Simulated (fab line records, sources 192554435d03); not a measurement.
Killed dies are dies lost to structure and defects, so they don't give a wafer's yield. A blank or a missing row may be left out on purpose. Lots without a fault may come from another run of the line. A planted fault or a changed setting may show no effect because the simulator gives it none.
Chamber matching | flow n5_finfet | N5_BEOL_M0_ETCH_128 on rie_diel-04: 4 sister chambers
The step etches SiCN in CF4/N2, target depth 12 nm, overetch 5.1 nm, time 21.4 s. 14 wafers are shown with their chamber, then 7 later ones without.

WAFERS WITH THEIR CHAMBER
wafer  | chamber | throttle_valve_pct (%) | oes_product_au (a.u.) | drypump_motor_current_A (A)
L077.1 | 1       | 15.8                   | 0.51                  | 6.2
L077.5 | 1       | 15.8                   | 0.51                  | 6.2
L077.6 | 2       | 15.5                   | 0.51                  | 5.9
L081.2 | 1       | 15.8                   | 0.51                  | 6.2
L081.3 | 0       | 14.9                   | 0.65                  | 6.1
L081.4 | 0       | 14.9                   | 0.65                  | 6.1
L082.3 | 1       | 15.8                   | 0.51                  | 6.3
L082.5 | 2       | 15.5                   | 0.50                  | 5.9
L082.6 | 3       | 14.9                   | 0.63                  | 5.5
L086.2 | 1       | 15.8                   | 0.49                  | 6.2
L086.3 | 2       | 15.5                   | 0.50                  | 6.0
L086.5 | 2       | 15.5                   | 0.50                  | 5.9
L087.1 | 3       | 14.9                   | 0.62                  | 5.5
L087.2 | 1       | 15.9                   | 0.49                  | 6.3

SIGNATURES (means of the wafers above)
reading                 | chamber 0 | chamber 1 | chamber 2 | chamber 3 | scatter within a chamber
throttle_valve_pct      | 14.900    | 15.817    | 15.500    | 14.900    | 0.0289
oes_product_au          | 0.6500    | 0.5033    | 0.5025    | 0.6250    | 0.00811
drypump_motor_current_A | 6.100     | 6.233     | 5.925     | 5.500     | 0.0456
Rule: a wafer's distance from a chamber is the root of the sum, over the readings, of the square of ((its reading less the chamber's mean) divided by the reading's scatter). The wafer belongs to the nearest chamber; if the next one is less than 2 further off, it can't be placed. The scatter: the root of (the sum of the squares of (reading less its chamber's mean) over the shown wafers, divided by (wafers less chambers)).

WAFERS WITHOUT THEIR CHAMBER
wafer  | throttle_valve_pct (%) | oes_product_au (a.u.) | drypump_motor_current_A (A)
L087.5 | 15.0                   | 0.61                  | 5.5
L092.3 | 15.9                   | 0.50                  | 6.2
L092.4 | 15.5                   | 0.50                  | 5.9
L092.5 | 15.5                   | 0.49                  | 5.9
L093.1 | 15.6                   | 0.49                  | 5.9
L093.2 | 14.9                   | 0.63                  | 6.1
L093.6 | 15.9                   | 0.50                  | 6.2

WHICH CHAMBER EACH WENT THROUGH
wafer  | from the rows above | in truth
L087.5 | 3                   | 3
L092.3 | 1                   | 1
L092.4 | 2                   | 2
L092.5 | 2                   | 2
L093.1 | 2                   | 2
L093.2 | 0                   | 0
L093.6 | 1                   | 1
Placed correctly: 7 of 7. Can't be placed from these rows: 0. Placed wrongly: 0.
